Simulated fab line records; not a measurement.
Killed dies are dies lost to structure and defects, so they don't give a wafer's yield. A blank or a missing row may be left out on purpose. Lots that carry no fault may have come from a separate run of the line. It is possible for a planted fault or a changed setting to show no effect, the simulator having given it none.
fab line records	flow n5-finfet
[record] lots = 24	wafers = 72	last-day = 18
route steps=1938 shown HKMG_FIN@432 GATE_CUT@490 MOL_CONTACT_COAG@539
lots untouched by any fault: they come from a run of this same line in which no faults occurred
start-h: hours from the record's first day to the start of the lot's first wafer shown	wait-h: time in hours since the lot's previous step	" same as the row above	L1.1+2: one row covering several wafers at once	- either no value or no given start	* or withheld: withheld	< > ~ a bound
route shown NAME@n: NAME is a module with steps in the file, n the number in the route of the first one	usual: average and standard deviation across the fault-free wafers	same: alike in all rows	chamber/n: place in a boat	sites: per-site readings	_std_site: their standard deviation	_edge_site: mean of outer sites minus mean of inner sites	radius-mm: how far each site lies from the wafer's centre	mask NAME#n: copy n	behind: the tool/chamber that last shaped the wafer	hold: why the lot went on hold/how many hours it stayed there/how the hold came to an end	device: the n, p or np transistor that did not switch	end of line: the same wafers' tests at the end of the route	step lacking rows: just its recipe	killed: dies lost to structure and defects at the first sort, not the wafer's yield	map: per-die view of a wafer (x killed, . not killed, _ where there is no die)
set.NAME: the setting the step ran with; set.NAME@STEP: the setting that earlier step ran with	model.NAME: the simulator's own value behind a step, which no gauge read
a sample of lots followed through the steps of the route, with each step as a table and each wafer as a row
services: the hour from which a tool's chamber was out of use, counted from the record's first day as start-h (under 0 if before that day), plus the number of hours and why
[[steps]]
[step N5_HKMG_FIN_INSPECT_14]
[recipe] mode = adi	inspect-instrument = macro
[usual] raw-defect-count = 2.0/1.5
lot.wafer	tool	chamber	start-h	wait-h	raw-defect-count
L074.3	defect-inspect-01	-	75.38	0.0	6
L074.4	"	-	"	"	1
L074.6	"	-	"	"	0
L075.1	defect-inspect-02	-	85.69	0.0	3
L075.2	"	-	"	"	1
L075.4	"	-	"	"	4
L076.2	defect-inspect-01	-	89.18	0.0	3
L076.3	"	-	"	"	2
L076.4	"	-	"	"	6
L077.2	defect-inspect-01	-	93.26	0.0	2
L077.5	"	-	"	"	1
L077.6	"	-	"	"	2
L078.1	defect-inspect-02	-	98.08	0.0	2
L078.4	"	-	"	"	3
L078.5	"	-	"	"	2
L079.3	defect-inspect-01	-	105.03	0.0	2
L079.4	"	-	"	"	2
L079.6	"	-	"	"	1
L080.1	defect-inspect-02	-	111.42	0.0	0
L080.3	"	-	"	"	0
L080.4	"	-	"	"	1
L081.2	defect-inspect-02	-	117.76	0.0	1
L081.3	"	-	"	"	3
L081.5	"	-	"	"	2
L082.3	defect-inspect-02	-	126.90	0.0	0
L082.4	"	-	"	"	0
L082.6	"	-	"	"	2
L083.4	defect-inspect-02	-	129.04	0.0	3
L083.5	"	-	"	"	0
L083.6	"	-	"	"	2
L084.2	defect-inspect-01	-	136.13	0.0	1
L084.4	"	-	"	"	9
L084.6	"	-	"	"	1
L085.1	defect-inspect-02	-	138.85	0.0	2
L085.2	"	-	"	"	3
L085.6	"	-	"	"	2
L086.2	defect-inspect-01	-	148.63	0.0	3
L086.5	"	-	"	"	0
L086.6	"	-	"	"	1
L087.2	defect-inspect-01	-	154.30	0.0	0
L087.3	"	-	"	"	3
L087.6	"	-	"	"	2
L088.1	defect-inspect-01	-	160.33	0.0	1
L088.2	"	-	"	"	2
L088.3	"	-	"	"	1
L089.2	defect-inspect-02	-	167.92	0.0	4
L089.4	"	-	"	"	2
L089.6	"	-	"	"	1
L090.1	defect-inspect-02	-	170.64	0.0	1
L090.3	"	-	"	"	1
L090.5	"	-	"	"	2
L091.1	defect-inspect-02	-	177.29	0.0	3
L091.2	"	-	"	"	1
L091.4	"	-	"	"	1
L092.1	defect-inspect-02	-	180.94	0.0	0
L092.3	"	-	"	"	1
L092.4	"	-	"	"	3
L093.1	defect-inspect-02	-	191.85	0.0	2
L093.5	"	-	"	"	1
L093.6	"	-	"	"	3
L094.2	defect-inspect-02	-	193.33	0.0	0
L094.3	"	-	"	"	1
L094.5	"	-	"	"	4
L095.1	defect-inspect-01	-	199.95	0.0	2
L095.2	"	-	"	"	3
L095.4	"	-	"	"	3
L096.4	defect-inspect-01	-	211.52	0.0	1
L096.5	"	-	"	"	4
L096.6	"	-	"	"	1
L097.2	defect-inspect-02	-	215.26	0.0	2
L097.4	"	-	"	"	0
L097.5	"	-	"	"	1
[step N5_GATE_CUT_DESCUM_18]
[recipe] chemistry = O2	time-s = 7	source-power-w = 50	bias-power-w = 20	pressure-mtorr = 20	rf-frequency-hz = 2.712e+07	temp-c = 40	resist = CAR-EUV	o2-flow-sccm = 225
[usual] drypump-motor-current-A = 6.0/0.33	oes-product-au = 0.79/0.1	rf-vpp-V = 242.9/1.4	showerhead-plenum-p-Torr = 2.07/0.068	throttle-valve-pct = 20.41/0.27
lot.wafer	tool	chamber	start-h	wait-h	drypump-motor-current-A	oes-product-au	rf-hours-counter-h	rf-vpp-V	showerhead-plenum-p-Torr	throttle-valve-pct
L074.3	rie-diel-02	3	83.81	0.0	5.8	0.76	152	240.9	1.99	20.06
L074.4	"	0	"	"	6.7	0.94	20	242.5	2.16	20.09
L074.6	"	0	"	"	6.7	0.95	-	244.5	2.16	20.07
L075.1	rie-diel-02	3	94.35	0.3	5.8	0.76	156	241.1	1.99	20.07
L075.2	"	1	"	"	5.7	0.78	130	242.1	2.03	20.92
L075.4	"	2	"	"	5.7	0.68	219	241.7	1.96	20.63
L076.2	rie-diel-01	1	97.71	0.0	6.1	0.98	4	243.1	2.07	20.53
L076.3	"	3	"	"	5.9	0.74	177	243.0	2.07	20.29
L076.4	"	2	"	"	6.0	0.73	138	244.5	2.17	20.50
L077.2	rie-diel-01	2	101.42	0.0	6.0	0.74	139	245.5	2.17	20.51
L077.5	"	1	"	"	6.1	0.97	-	244.3	2.07	20.50
L077.6	"	2	"	"	6.0	0.73	-	245.3	2.17	20.50
L078.1	rie-diel-01	0	106.92	0.6	6.2	0.70	238	244.5	2.11	20.30
L078.4	"	3	"	"	5.9	0.73	179	242.4	2.07	20.30
L078.5	"	3	"	"	5.9	0.73	-	242.2	2.07	20.30
L079.3	rie-diel-02	0	113.54	0.0	6.7	0.92	30	244.1	2.15	20.08
L079.4	"	1	"	"	5.7	0.76	137	242.0	2.02	20.91
L079.6	"	3	"	"	5.8	0.76	-	241.7	1.99	20.07
L080.1	rie-diel-01	2	120.60	0.0	6.0	0.73	144	244.8	2.17	20.52
L080.3	"	0	"	"	6.2	0.68	242	243.9	2.11	20.30
L080.4	"	3	"	"	5.9	0.72	183	242.9	2.06	20.30
L081.2	rie-diel-01	2	126.68	0.0	6.0	0.73	146	245.0	2.17	20.50
L081.3	"	3	"	"	5.9	0.73	184	243.8	2.06	20.30
L081.5	"	2	"	"	6.0	0.71	-	245.2	2.17	20.52
L082.3	rie-diel-02	2	135.22	0.1	5.7	0.67	229	243.1	1.96	20.66
L082.4	"	1	"	"	5.7	0.76	144	242.6	2.02	20.92
L082.6	"	1	"	"	5.7	0.75	-	241.3	2.02	20.91
L083.4	rie-diel-02	2	137.90	0.0	5.7	0.67	229	240.6	1.96	20.66
L083.5	"	1	"	"	5.7	0.76	-	241.6	2.02	20.92
L083.6	"	0	"	"	6.7	0.91	-	244.6	2.15	20.11
L084.2	rie-diel-01	2	144.68	0.0	6.0	0.72	151	244.9	2.17	20.53
L084.4	"	3	"	"	5.9	0.72	-	242.7	2.06	20.32
L084.6	"	1	"	"	6.1	0.93	-	244.1	2.06	20.54
L085.1	rie-diel-01	1	147.18	0.0	6.1	0.93	18	243.1	2.06	20.55
L085.2	"	3	"	"	5.9	0.72	191	242.4	2.06	20.33
L085.6	"	2	"	"	6.0	0.72	-	244.4	2.17	20.52
L086.2	rie-diel-02	1	157.00	0.0	5.7	0.75	151	241.8	2.02	20.92
L086.5	"	0	"	"	6.7	0.89	-	243.5	2.15	20.11
L086.6	"	3	"	"	5.8	0.74	-	241.6	1.98	20.09
L087.2	rie-diel-01	3	163.16	0.0	5.9	0.72	197	242.0	2.06	20.33
L087.3	"	2	"	"	6.0	0.72	158	244.7	2.16	20.54
L087.6	"	0	"	"	6.2	0.97	-	242.8	2.10	19.86
L088.1	rie-diel-02	1	168.89	0.1	5.7	0.74	155	242.6	2.02	20.92
L088.2	"	2	"	"	5.7	0.65	240	239.3	1.95	20.68
L088.3	"	0	"	"	6.7	0.89	49	243.7	2.15	20.12
L089.2	rie-diel-01	0	176.63	0.0	6.2	0.97	7	243.9	2.10	19.86
L089.4	"	2	"	"	6.0	0.72	162	242.6	2.16	20.54
L089.6	"	1	"	"	6.0	0.91	-	241.7	2.06	20.56
L090.1	rie-diel-03	0	179.33	0.0	5.3	0.79	111	242.9	2.12	20.42
L090.3	"	2	"	"	6.6	0.71	217	242.2	2.09	20.53
L090.5	"	0	"	"	5.3	0.79	-	242.7	2.12	20.44
L091.1	rie-diel-03	2	186.27	0.5	6.6	0.70	220	241.5	2.09	20.55
L091.2	"	3	"	"	6.4	0.70	208	242.5	2.16	20.49
L091.4	"	0	"	"	5.2	0.79	113	244.8	2.12	20.43
L092.1	rie-diel-02	3	190.36	0.0	5.8	0.75	183	239.8	1.98	20.09
L092.3	"	0	"	"	6.6	0.88	55	244.6	2.14	20.13
L092.4	"	1	"	"	5.8	0.75	162	242.9	2.02	20.93
L093.1	rie-diel-01	3	200.54	0.0	5.9	0.71	208	243.4	2.05	20.34
L093.5	"	3	"	"	5.9	0.71	-	244.0	2.06	20.34
L093.6	"	2	"	"	6.0	0.71	-	244.7	2.16	20.54
L094.2	rie-diel-02	2	202.22	0.2	5.7	0.65	249	241.2	1.95	20.69
L094.3	"	3	"	"	5.8	0.74	187	241.0	1.98	20.13
L094.5	"	3	"	"	5.9	0.75	-	242.9	1.98	20.12
L095.1	rie-diel-02	3	208.44	0.0	5.8	0.75	190	241.5	1.98	20.09
L095.2	"	1	"	"	5.8	0.74	167	242.5	2.01	20.94
L095.4	"	3	"	"	5.9	0.74	-	239.8	1.98	20.11
L096.4	rie-diel-01	0	219.85	0.0	6.2	0.93	18	243.4	2.10	19.89
L096.5	"	3	"	"	5.9	0.71	-	242.1	2.05	20.36
L096.6	"	2	"	"	6.0	0.70	-	245.5	2.16	20.57
L097.2	rie-diel-03	2	223.42	0.0	6.6	0.71	230	242.5	2.09	20.56
L097.4	"	0	"	"	5.3	0.79	123	243.2	2.12	20.45
L097.5	"	1	"	"	5.8	0.93	-	243.0	2.04	20.17
[step N5_GATE_CUT_STRIP_42]
[recipe] chemistry = O2	power-w = 400	temp-c = 40	pressure-mtorr = 30	rf-frequency-hz = 6e+07	bias-power-w = 0	overash-fraction = 0.3	o2-flow-sccm = 225
[usual] drypump-motor-current-A = 6.0/0.33	oes-product-au = 0.79/0.1	rf-vpp-V = 3.7/0.48	showerhead-plenum-p-Torr = 2.08/0.068	throttle-valve-pct = 16.67/0.25
lot.wafer	tool	chamber	start-h	wait-h	drypump-motor-current-A	oes-product-au	rf-hours-counter-h	rf-vpp-V	showerhead-plenum-p-Torr	throttle-valve-pct
L074.3	rie-diel-02	3	84.05	0.0	5.8	0.77	152	3.1	2.00	16.36
L074.4	"	0	"	"	6.6	0.96	20	3.0	2.16	16.29
L074.6	"	0	"	"	6.6	0.93	-	3.2	2.16	16.30
L075.1	rie-diel-02	3	94.59	0.0	5.8	0.76	156	3.5	2.00	16.38
L075.2	"	1	"	"	5.7	0.77	130	2.9	2.03	17.08
L075.4	"	2	"	"	5.7	0.67	219	3.2	1.96	16.92
L076.2	rie-diel-01	1	97.96	0.0	6.1	0.98	4	2.5	2.07	16.68
L076.3	"	3	"	"	5.9	0.74	177	3.0	2.07	16.59
L076.4	"	2	"	"	6.0	0.74	138	4.1	2.17	16.75
L077.2	rie-diel-01	2	101.66	0.0	6.0	0.73	139	3.3	2.17	16.75
L077.5	"	1	"	"	6.0	0.97	-	3.7	2.07	16.67
L077.6	"	2	"	"	6.0	0.73	-	3.4	2.17	16.78
L078.1	rie-diel-01	0	107.16	0.0	6.2	0.70	238	3.5	2.11	16.63
L078.4	"	3	"	"	5.9	0.74	179	4.3	2.07	16.62
L078.5	"	3	"	"	5.9	0.74	-	5.2	2.07	16.63
L079.3	rie-diel-02	0	113.79	0.0	6.7	0.92	30	3.7	2.16	16.31
L079.4	"	1	"	"	5.7	0.76	137	3.4	2.03	17.10
L079.6	"	3	"	"	5.8	0.75	-	3.6	1.99	16.37
L080.1	rie-diel-01	2	120.84	0.0	6.0	0.73	144	3.9	2.17	16.78
L080.3	"	0	"	"	6.2	0.70	242	4.1	2.11	16.64
L080.4	"	3	"	"	5.9	0.73	183	3.8	2.07	16.61
L081.2	rie-diel-01	2	126.92	0.0	6.0	0.73	146	3.8	2.17	16.78
L081.3	"	3	"	"	5.9	0.73	185	4.1	2.07	16.63
L081.5	"	2	"	"	6.0	0.73	-	4.1	2.17	16.78
L082.3	rie-diel-02	2	135.47	0.0	5.7	0.67	229	3.9	1.96	16.95
L082.4	"	1	"	"	5.8	0.75	144	4.4	2.02	17.11
L082.6	"	1	"	"	5.7	0.76	-	3.5	2.03	17.12
L083.4	rie-diel-02	2	138.14	0.0	5.7	0.67	229	3.1	1.96	16.95
L083.5	"	1	"	"	5.7	0.76	-	3.8	2.02	17.10
L083.6	"	0	"	"	6.7	0.90	-	3.6	2.15	16.30
L084.2	rie-diel-01	2	144.92	0.0	6.0	0.73	151	4.2	2.17	16.79
L084.4	"	3	"	"	5.9	0.73	-	4.0	2.07	16.63
L084.6	"	1	"	"	6.1	0.94	-	4.1	2.07	16.70
L085.1	rie-diel-01	1	147.43	0.0	6.0	0.94	18	3.8	2.07	16.69
L085.2	"	3	"	"	5.9	0.72	191	4.0	2.07	16.64
L085.6	"	2	"	"	6.0	0.72	-	3.1	2.17	16.79
L086.2	rie-diel-02	1	157.24	0.0	5.7	0.74	151	3.7	2.02	17.11
L086.5	"	0	"	"	6.6	0.90	-	4.1	2.15	16.33
L086.6	"	3	"	"	5.8	0.75	-	3.6	1.99	16.41
L087.2	rie-diel-01	3	163.41	0.0	5.9	0.72	197	4.0	2.06	16.66
L087.3	"	2	"	"	6.0	0.72	158	3.7	2.17	16.81
L087.6	"	0	"	"	6.2	0.98	-	4.0	2.11	16.13
L088.1	rie-diel-02	1	169.14	0.0	5.7	0.75	155	3.2	2.02	17.10
L088.2	"	2	"	"	5.7	0.66	240	5.0	1.96	16.98
L088.3	"	0	"	"	6.7	0.89	49	2.5	2.15	16.34
L089.2	rie-diel-01	0	176.87	0.0	6.2	0.97	7	3.6	2.11	16.17
L089.4	"	2	"	"	6.1	0.72	162	3.7	2.17	16.82
L089.6	"	1	"	"	6.1	0.92	-	3.7	2.06	16.72
L090.1	rie-diel-03	0	179.58	0.0	5.2	0.79	111	4.6	2.13	16.68
L090.3	"	2	"	"	6.6	0.72	217	3.7	2.10	16.84
L090.5	"	0	"	"	5.2	0.79	-	3.4	2.13	16.67
L091.1	rie-diel-03	2	186.51	0.0	6.6	0.71	220	3.7	2.09	16.83
L091.2	"	3	"	"	6.4	0.70	208	3.3	2.17	16.76
L091.4	"	0	"	"	5.3	0.79	113	3.4	2.13	16.69
L092.1	rie-diel-02	3	190.61	0.0	5.8	0.75	183	3.7	1.99	16.43
L092.3	"	0	"	"	6.6	0.89	55	3.5	2.15	16.35
L092.4	"	1	"	"	5.7	0.74	162	3.6	2.02	17.14
L093.1	rie-diel-01	3	200.78	0.0	5.9	0.72	208	4.4	2.06	16.67
L093.5	"	3	"	"	5.9	0.71	-	3.8	2.06	16.68
L093.6	"	2	"	"	6.0	0.72	-	3.5	2.16	16.82
L094.2	rie-diel-02	2	202.46	0.0	5.7	0.65	250	4.0	1.95	16.98
L094.3	"	3	"	"	5.8	0.74	187	3.9	1.99	16.43
L094.5	"	3	"	"	5.8	0.74	-	3.8	1.98	16.43
L095.1	rie-diel-02	3	208.68	0.0	5.9	0.73	190	4.0	1.98	16.42
L095.2	"	1	"	"	5.8	0.73	167	4.3	2.02	17.14
L095.4	"	3	"	"	5.8	0.74	-	3.0	1.98	16.44
L096.4	rie-diel-01	0	220.09	0.0	6.2	0.93	19	3.6	2.10	16.18
L096.5	"	3	"	"	5.9	0.71	-	4.1	2.06	16.69
L096.6	"	2	"	"	6.0	0.71	-	3.4	2.16	16.83
L097.2	rie-diel-03	2	223.67	0.0	6.6	0.70	230	3.2	2.09	16.87
L097.4	"	0	"	"	5.2	0.78	123	3.6	2.12	16.68
L097.5	"	1	"	"	5.8	0.93	-	4.3	2.04	16.41
[step N5_MOL_CONTACT_COAG_STRIP_98]
[recipe] chemistry = N2/H2	power-w = 500	temp-c = 40	pressure-mtorr = 50	rf-frequency-hz = 6e+07	overash-fraction = 0.3	bias-power-w = 8	h2-frac = 0.5	n2-flow-sccm = 300	h2-flow-sccm = 300
[usual] drypump-motor-current-A = 5.7/0.37	oes-product-au = 0.78/0.094	rf-vpp-V = 54.2/1.5	showerhead-plenum-p-Torr = 3.40/0.095	throttle-valve-pct = 19.0/0.53
lot.wafer	tool	chamber	start-h	wait-h	drypump-motor-current-A	oes-product-au	rf-hours-counter-h	rf-vpp-V	showerhead-plenum-p-Torr	throttle-valve-pct
L074.3	rie-diel-04	1	87.92	0.0	5.4	0.75	200	56.3	3.49	19.9
L074.4	"	2	"	"	5.8	0.85	78	53.1	3.52	18.5
L074.6	"	0	"	"	5.3	0.68	-	53.3	3.44	19.1
L075.1	rie-diel-04	2	99.21	0.0	5.8	0.84	82	56.5	3.52	18.5
L075.2	"	1	"	"	5.4	0.73	204	53.1	3.49	19.9
L075.4	"	0	"	"	5.3	0.69	217	53.2	3.44	19.1
L076.2	rie-diel-05	0	102.68	0.0	5.4	0.67	243	55.5	3.33	19.3
L076.3	"	2	"	"	5.7	0.81	94	53.2	3.55	19.3
L076.4	"	1	"	"	6.1	0.95	10	53.6	3.43	18.4
L077.2	rie-diel-04	3	105.63	0.0	5.3	0.73	205	51.8	3.32	18.8
L077.5	"	0	"	"	5.3	0.68	-	57.4	3.44	19.1
L077.6	"	3	"	"	5.3	0.73	-	55.2	3.32	18.8
L078.1	rie-diel-04	0	111.17	0.0	5.3	0.68	220	54.7	3.43	19.1
L078.4	"	3	"	"	5.4	0.74	206	54.0	3.32	18.8
L078.5	"	0	"	"	5.4	0.67	-	56.2	3.43	19.1
L079.3	rie-diel-04	0	117.92	0.0	5.3	0.67	223	52.7	3.43	19.1
L079.4	"	3	"	"	5.3	0.73	209	52.8	3.32	18.8
L079.6	"	3	"	"	5.4	0.74	-	56.4	3.32	18.8
L080.1	rie-diel-05	3	124.84	0.0	6.1	0.71	211	52.9	3.35	19.8
L080.3	"	1	"	"	6.1	0.95	17	58.3	3.43	18.4
L080.4	"	2	"	"	5.7	0.79	-	54.8	3.55	19.3
L081.2	rie-diel-06	3	131.18	0.0	5.7	0.96	2	55.3	3.45	18.3
L081.3	"	0	"	"	5.3	0.68	190	53.8	3.19	18.8
L081.5	"	0	"	"	5.3	0.70	-	53.2	3.19	18.8
L082.3	rie-diel-04	0	139.63	0.0	5.4	0.68	231	53.8	3.43	19.1
L082.4	"	1	"	"	5.4	0.73	217	54.5	3.48	20.0
L082.6	"	3	"	"	5.4	0.73	-	55.7	3.31	18.9
L083.4	rie-diel-04	1	142.14	0.0	5.4	0.73	218	54.8	3.48	20.0
L083.5	"	0	"	"	5.3	0.67	-	54.5	3.43	19.1
L083.6	"	3	"	"	5.3	0.73	-	56.1	3.31	18.8
L084.2	rie-diel-06	0	148.94	0.0	5.4	0.69	198	54.4	3.18	18.8
L084.4	"	2	"	"	6.4	0.98	2	55.7	3.42	18.2
L084.6	"	0	"	"	5.4	0.69	-	53.3	3.18	18.8
L085.1	rie-diel-05	2	151.59	0.0	5.7	0.77	114	52.1	3.54	19.3
L085.2	"	1	"	"	6.1	0.88	29	52.3	3.42	18.5
L085.6	"	0	"	"	5.4	0.94	-	55.6	3.33	19.0
L086.2	rie-diel-05	2	161.11	0.0	5.7	0.78	117	53.1	3.54	19.3
L086.5	"	0	"	"	5.4	0.94	-	55.6	3.33	19.1
L086.6	"	1	"	"	6.1	0.91	-	53.7	3.42	18.4
L087.2	rie-diel-06	0	167.37	0.0	5.4	0.66	205	52.3	3.18	18.8
L087.3	"	2	"	"	6.4	0.94	9	53.6	3.41	18.3
L087.6	"	3	"	"	5.7	0.90	-	55.6	3.44	18.4
L088.1	rie-diel-06	2	173.34	0.0	6.4	0.93	12	55.9	3.41	18.2
L088.2	"	0	"	"	5.4	0.68	209	54.1	3.18	18.8
L088.3	"	3	"	"	5.7	0.91	20	54.7	3.44	18.4
L089.2	rie-diel-04	0	181.36	0.0	5.3	0.66	244	53.7	3.42	19.1
L089.4	"	2	"	"	5.9	0.83	108	52.7	3.50	18.5
L089.6	"	2	"	"	5.9	0.82	-	52.9	3.50	18.5
L090.1	rie-diel-04	1	183.53	0.0	5.4	0.72	233	54.5	3.47	20.0
L090.3	"	2	"	"	5.8	0.83	109	52.9	3.50	18.5
L090.5	"	3	"	"	5.4	0.73	-	52.4	3.30	18.9
L091.1	rie-diel-04	2	192.55	0.0	5.8	0.81	112	53.7	3.50	18.5
L091.2	"	3	"	"	5.4	0.72	235	56.5	3.30	18.9
L091.4	"	0	"	"	5.3	0.67	248	54.5	3.42	19.1
L092.1	rie-diel-04	2	194.59	0.0	5.9	0.82	112	59.4	3.50	18.5
L092.3	"	3	"	"	5.3	0.72	236	55.8	3.30	18.9
L092.4	"	1	"	"	5.4	0.71	237	54.0	3.47	20.0
L093.1	rie-diel-04	1	205.34	0.0	5.4	0.70	241	52.6	3.47	20.0
L093.5	"	1	"	"	5.4	0.71	-	53.3	3.47	19.9
L093.6	"	2	"	"	5.9	0.80	-	54.7	3.50	18.5
L094.2	rie-diel-04	2	207.04	0.0	5.8	0.82	117	54.1	3.50	18.5
L094.3	"	3	"	"	5.4	0.72	241	53.6	3.30	18.9
L094.5	"	2	"	"	5.9	0.81	-	55.0	3.50	18.5
L095.1	rie-diel-06	1	212.67	0.0	6.5	0.95	12	53.8	3.41	18.3
L095.2	"	0	"	"	5.3	0.69	221	52.9	3.17	18.8
L095.4	"	3	"	"	5.7	0.88	33	56.8	3.43	18.4
L096.4	rie-diel-06	3	224.68	0.0	5.7	0.86	38	52.1	3.43	18.4
L096.5	"	2	"	"	6.4	0.89	-	54.7	3.40	18.2
L096.6	"	1	"	"	6.4	0.93	-	53.4	3.41	18.3
L097.2	rie-diel-05	0	227.53	0.0	5.4	0.90	27	54.1	3.32	19.1
L097.4	"	1	"	"	6.1	0.88	50	55.6	3.41	18.5
L097.5	"	1	"	"	6.1	0.87	-	55.3	3.41	18.5
[step N5_MOL_CONTACT_COAG_CO_FILL_22]
[recipe] material = Co	target-thk-a = 200	temp-c = 200	precursor = CCTBA/H2	pressure-torr = 30
[usual] heater-power-w = 243/24
lot.wafer	tool	chamber	start-h	wait-h	heater-power-w	since-wet-clean-h
L074.3	cvd-co-01	0	92.50	0.1	262	634
L074.4	"	1	"	"	214	-
L074.6	"	2	"	"	260	-
L075.1	cvd-co-01	0	103.21	0.1	253	645
L075.2	"	2	"	"	259	185
L075.4	"	2	"	"	258	-
L076.2	cvd-co-01	1	104.49	0.1	220	1083
L076.3	"	0	"	"	258	646
L076.4	"	2	"	"	265	-
L077.2	cvd-co-01	2	108.09	0.1	252	190
L077.5	"	1	"	"	213	-
L077.6	"	0	"	"	256	-
L078.1	cvd-co-02	0	115.52	0.1	263	876
L078.4	"	2	"	"	236	-
L078.5	"	0	"	"	278	-
L079.3	cvd-co-01	0	120.94	0.1	258	662
L079.4	"	1	"	"	213	-
L079.6	"	2	"	"	256	-
L080.1	cvd-co-02	0	126.76	0.1	263	887
L080.3	"	0	"	"	275	-
L080.4	"	2	"	"	236	-
L081.2	cvd-co-01	1	133.52	0.1	222	1112
L081.3	"	0	"	"	256	675
L081.5	"	1	"	"	213	-
L082.3	cvd-co-01	0	141.60	0.1	254	683
L082.4	"	2	"	"	262	-
L082.6	"	0	"	"	253	-
L083.4	cvd-co-01	1	144.32	0.4	215	-
L083.5	"	0	"	"	254	-
L083.6	"	2	"	"	255	-
L084.2	cvd-co-02	1	153.74	0.1	204	17
L084.4	"	1	"	"	203	-
L084.6	"	2	"	"	245	-
L085.1	cvd-co-02	0	154.62	0.1	274	915
L085.2	"	2	"	"	242	447
L085.6	"	1	"	"	204	-
L086.2	cvd-co-01	2	165.35	0.1	261	247
L086.5	"	2	"	"	256	-
L086.6	"	1	"	"	216	-
L087.2	cvd-co-02	2	171.62	0.1	241	464
L087.3	"	1	"	"	197	35
L087.6	"	1	"	"	202	-
L088.1	cvd-co-02	0	174.97	0.1	273	935
L088.2	"	1	"	"	202	38
L088.3	"	2	"	"	241	467
L089.2	cvd-co-02	1	183.06	0.2	204	47
L089.4	"	1	"	"	203	-
L089.6	"	0	"	"	266	-
L090.1	cvd-co-01	0	186.05	0.1	257	728
L090.3	"	2	"	"	258	268
L090.5	"	0	"	"	260	-
L091.1	cvd-co-02	2	195.18	0.1	238	487
L091.2	"	1	"	"	205	59
L091.4	"	2	"	"	243	-
L092.1	cvd-co-02	0	196.52	0.1	276	957
L092.3	"	2	"	"	238	489
L092.4	"	0	"	"	274	-
L093.1	cvd-co-01	0	214.50	0.1	264	756
L093.5	"	1	"	"	221	-
L093.6	"	2	"	"	259	-
L094.2	cvd-co-02	0	214.62	0.1	266	975
L094.3	"	2	"	"	244	507
L094.5	"	2	"	"	244	-
L095.1	cvd-co-02	0	215.86	0.1	271	976
L095.2	"	2	"	"	231	508
L095.4	"	2	"	"	240	-
L096.4	cvd-co-01	1	228.56	0.4	218	-
L096.5	"	2	"	"	264	-
L096.6	"	0	"	"	257	-
L097.2	cvd-co-01	1	232.24	0.1	209	1211
L097.4	"	1	"	"	218	-
L097.5	"	2	"	"	258	-
[step N5_MOL_CONTACT_COAG_PRE_CLEAN_142]
[recipe] gas = H2/He	time-s = 60	temp-c = 300
[usual] heater-power-w = 450/29
lot.wafer	tool	chamber	start-h	wait-h	heater-power-w
L074.3	pvd-sputter-03	-	95.16	1.4	487
L074.4	"	-	"	"	455
L074.6	"	-	"	"	443
L075.1	pvd-sputter-03	-	106.95	3.0	496
L075.2	"	-	"	"	495
L075.4	"	-	"	"	451
L076.2	pvd-sputter-01	-	107.05	1.6	467
L076.3	"	-	"	"	417
L076.4	"	-	"	"	428
L077.2	pvd-sputter-01	-	110.61	1.4	449
L077.5	"	-	"	"	438
L077.6	"	-	"	"	453
L078.1	pvd-sputter-03	-	120.02	3.4	491
L078.4	"	-	"	"	447
L078.5	"	-	"	"	488
L079.3	pvd-sputter-02	-	122.60	0.5	431
L079.4	"	-	"	"	499
L079.6	"	-	"	"	503
L080.1	pvd-sputter-01	-	129.52	1.5	438
L080.3	"	-	"	"	416
L080.4	"	-	"	"	406
L081.2	pvd-sputter-03	-	135.80	1.4	426
L081.3	"	-	"	"	490
L081.5	"	-	"	"	499
L082.3	pvd-sputter-03	-	143.36	0.7	444
L082.4	"	-	"	"	484
L082.6	"	-	"	"	433
L083.4	pvd-sputter-03	-	148.40	3.1	451
L083.5	"	-	"	"	440
L083.6	"	-	"	"	491
L084.2	pvd-sputter-01	-	157.11	2.5	468
L084.4	"	-	"	"	417
L084.6	"	-	"	"	428
L085.1	pvd-sputter-01	-	157.47	2.1	437
L085.2	"	-	"	"	420
L085.6	"	-	"	"	430
L086.2	pvd-sputter-02	-	168.15	1.9	427
L086.5	"	-	"	"	519
L086.6	"	-	"	"	461
L087.2	pvd-sputter-01	-	174.48	1.9	430
L087.3	"	-	"	"	412
L087.6	"	-	"	"	410
L088.1	pvd-sputter-01	-	177.77	2.0	450
L088.2	"	-	"	"	425
L088.3	"	-	"	"	422
L089.2	pvd-sputter-02	-	185.49	1.5	522
L089.4	"	-	"	"	499
L089.6	"	-	"	"	503
L090.1	pvd-sputter-01	-	191.09	4.3	448
L090.3	"	-	"	"	458
L090.5	"	-	"	"	427
L091.1	pvd-sputter-01	-	197.93	1.9	452
L091.2	"	-	"	"	439
L091.4	"	-	"	"	429
L092.1	pvd-sputter-02	-	198.80	1.5	516
L092.3	"	-	"	"	503
L092.4	"	-	"	"	434
L093.1	pvd-sputter-01	-	216.70	1.4	432
L093.5	"	-	"	"	466
L093.6	"	-	"	"	422
L094.2	pvd-sputter-01	-	217.14	1.5	427
L094.3	"	-	"	"	431
L094.5	"	-	"	"	415
L095.1	pvd-sputter-01	-	217.66	1.0	474
L095.2	"	-	"	"	415
L095.4	"	-	"	"	436
L096.4	pvd-sputter-03	-	232.22	2.7	446
L096.5	"	-	"	"	491
L096.6	"	-	"	"	442
L097.2	pvd-sputter-01	-	235.77	2.6	426
L097.4	"	-	"	"	423
L097.5	"	-	"	"	436
[[services]]
tool	chamber	start-h	hours	kind
rie-diel-04	1	64.66	7.4	repair
rie-diel-06	0	80.80	5.8	repair
cvd-co-02	1	97.05	6.0	repair
pvd-sputter-02	-	101.43	1.7	repair
rie-diel-05	1	102.88	4.1	repair
cvd-co-02	-	105.73	0.4	repair
rie-diel-02	2	114.71	9.7	repair
pvd-sputter-01	-	118.52	3.9	repair
cvd-co-02	-	130.46	0.2	repair
rie-diel-01	0	143.73	-	clean
rie-diel-01	0	143.73	-	consumable-replace:focus-ring
rie-diel-01	0	143.73	12.9	scheduled-down
rie-diel-01	0	143.73	12.9	vent-cycle
rie-diel-02	3	159.82	13.2	repair
rie-diel-05	0	167.07	5.0	repair
rie-diel-04	2	175.54	3.6	repair
rie-diel-05	1	183.42	12.0	repair
rie-diel-01	-	185.38	2.8	pm
cvd-co-02	-	200.41	6.9	pm
rie-diel-02	2	203.25	-	clean
rie-diel-01	1	203.57	9.8	repair
rie-diel-05	-	205.16	0.7	repair
cvd-co-01	-	207.31	2.8	pm
rie-diel-05	-	218.37	0.1	repair
[[key]]
fault none
